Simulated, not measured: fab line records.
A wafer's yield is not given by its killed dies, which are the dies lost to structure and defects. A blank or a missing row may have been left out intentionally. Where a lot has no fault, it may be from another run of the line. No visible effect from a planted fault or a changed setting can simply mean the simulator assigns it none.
Struck lot and sound lot, side by side | flow n5Finfet | 16 steps out of a route of 1938
Sound: wafers L791.1, L791.3, L791.6. Struck: wafer L798.1 (left out: L798.3, L798.4 of the same lot, which were not struck); the cause appears at the end.
For every step that has rows: the tool of each side, followed by ch and its chambers, followed by its first start. Under that, the readings that differ: sound wafers | struck wafers | difference of the means | sigmas: that difference in standard deviations of wafers without a fault.
alike: readings with means less than 2 such deviations apart, plus words and numbers identical on both sides. not compared: withheld readings, readings lacking a value on some wafer, bounds such as >300 that could conceal the same value, and numbers that have no deviation in the record and whose values overlap.
Wherever a step has rows on one side only, a row that says differs or no value, or a row with sigmas, the two part there. Numbers that have no deviation but don't overlap get no sigmas and don't part them. Lack of a reading on every wafer of one side parts them only where that side has two or more wafers.

N5_FIN_CUT_OVL_MEAS_09:
  sound on overlay-02 ch 0, day 2 15:28; struck on overlay-01 ch 0, day 4 13:59
  alike: FIN_CUT_OVL
N5_FIN_CUT_INSPECT_10: inspects for defects (brightfield).
  sound on defectInspect-01 at day 2 15:31; struck on defectInspect-01 at day 4 14:02
  alike: rawDefectCount
then, 1 step without rows for these wafers: N5_FIN_CUT_DESCUM_13 (chemistry O2, time 7 s).
N5_FIN_CUT_ETCH_30: etches underlayer in N2/H2, target depth 13 nm, time 10.4 s.
  sound on rieDiel-04 ch 0,3, day 2 15:35; struck on rieDiel-04 ch 1, day 4 14:06
reading              | sound             | struck | difference | sigmas
etchRfOnTimeS (s)    | 10.07 10.60 10.70 | 9.97   | -0.49      | -2
throttleValvePct (%) | 17.78 17.67 17.68 | 18.17  | +0.46      | +2
  alike: biasW, drypumpMotorCurrentA, oesProductAu, rfVppV, showerheadPlenumPTorr
  not compared: rfHoursCounterH
then, 1 step without rows for these wafers: N5_FIN_CUT_ETCH_20 (etches SiARC in CF4, target depth 26 nm, time 43.3 s).
N5_FIN_CUT_ETCH_21: etches SOC in N2/H2, target depth 219 nm, overetch 43.8 nm, time 523.5 s.
  sound on rieDiel-04 ch 0,3, day 2 15:38; struck on rieDiel-04 ch 1, day 4 14:10
reading              | sound             | struck | difference | sigmas
throttleValvePct (%) | 17.72 17.61 17.64 | 18.11  | +0.45      | +2
  alike: biasW, drypumpMotorCurrentA, oesProductAu, rfVppV, showerheadPlenumPTorr
  not compared: rfHoursCounterH
then, 4 steps without rows for these wafers: N5_FIN_CUT_STRIP_23 (strips in N2/H2); N5_FIN_CUT_STRIP_31 (strips in N2/H2); N5_FIN_CUT_STRIP_24 (strips in CF4); N5_FIN_CUT_CUT_ETCH_26 (etches SiNx in CH3F/O2, target depth 39 nm, time 55.7 s).
N5_FIN_CUT_CUT_ETCH_27: etches SiO2 in CHF3/O2, target depth 4 nm, overetch 2 nm, time 4.9 s.
  sound on rieDiel-04 ch 0,3, day 2 16:02; struck on rieDiel-04 ch 1, day 4 14:33
  alike: O2_flow_sccm, biasW, drypumpMotorCurrentA, oesProductAu, rfVppV, showerheadPlenumPTorr, throttleValvePct
  not compared: rfHoursCounterH
N5_FIN_CUT_PRECLEAN_35: cleans in vHF, time 13.3 s.
  sound on vaporEtch-01 ch 1, day 2 16:06; struck on vaporEtch-01 ch 0, day 4 14:37
  alike: drypumpMotorCurrentA, forelinePTorr
N5_FIN_CUT_CUT_ETCH_15: etches Si in HBr/Cl2/O2, target depth 100 nm, bt time 10 s, time 42.4 s.
  sound on rieSi-01 ch 0,3, day 2 16:11; struck on rieSi-01 ch 0, day 4 14:43
reading                                 | sound            | struck | difference | sigmas
model.FIN_CUT.featureDepthNm (nm)       | 99.2 99.2 100    | 95.4   | -4.1       | 
model.etch.depthNm (nm)                 | 99.26 99.3 100.1 | 95.46  | -4.09      | 
model.SOC_of_FIN_CUT_COAT_18.thkNm (nm) | 170.6 170 170.4  | 172.4  | +2.1       | 
  alike: HBr_flow_sccm, O2_flow_sccm, drypumpMotorCurrentA, oesProductAu, throttleValvePct
  not compared: biasW, rfHoursCounterH
N5_FIN_CUT_CUT_ETCH_28: etches Si in HBr/Cl2/O2, target depth 6 nm, time 2.4 s.
  sound on rieSi-01 ch 0,3, day 2 16:14; struck on rieSi-01 ch 0, day 4 14:46
reading                                 | sound           | struck | difference | sigmas
model.SOC_of_FIN_CUT_COAT_18.thkNm (nm) | 169 168.4 168.6 | 170.8  | +2.1       | 
  alike: HBr_flow_sccm, O2_flow_sccm, drypumpMotorCurrentA, oesProductAu, throttleValvePct
  not compared: biasW, rfHoursCounterH
N5_FIN_CUT_STRIP_22: strips in N2/H2.
  sound on rieDiel-03 ch 2,3, day 2 16:18; struck on rieDiel-05 ch 1, day 4 14:50
  alike: biasPowerW, drypumpMotorCurrentA, oesProductAu, rfVppV, showerheadPlenumPTorr, throttleValvePct
  not compared: rfHoursCounterH
-- a jump in the record: the struck wafers' starts before and after are 6 days apart (it breaks off in module FIN_CUT and resumes in module BEOL_M4, where the first step shown is number 1111 of the route) --
N5_BEOL_M4_RC_MEAS_101:
  sound on prober-01 ch 0, day 8 17:27; struck on prober-02 ch 0, day 10 17:52
  alike: DIBL_N, DIBL_P, IOFF_N, IOFF_P, ION_N, ION_P, SS_N, SS_P, VT_N, VT_P

## WHERE THEY PART
Last at N5_FIN_CUT_ETCH_21 as far as this record goes, first at N5_FIN_CUT_ETCH_30. Later steps at which nothing parts them and some readings are alike: N5_FIN_CUT_CUT_ETCH_27, N5_FIN_CUT_PRECLEAN_35, N5_FIN_CUT_CUT_ETCH_15, N5_FIN_CUT_CUT_ETCH_28, N5_FIN_CUT_STRIP_22, N5_BEOL_M4_RC_MEAS_101.

WHY: the cause the simulator had injected
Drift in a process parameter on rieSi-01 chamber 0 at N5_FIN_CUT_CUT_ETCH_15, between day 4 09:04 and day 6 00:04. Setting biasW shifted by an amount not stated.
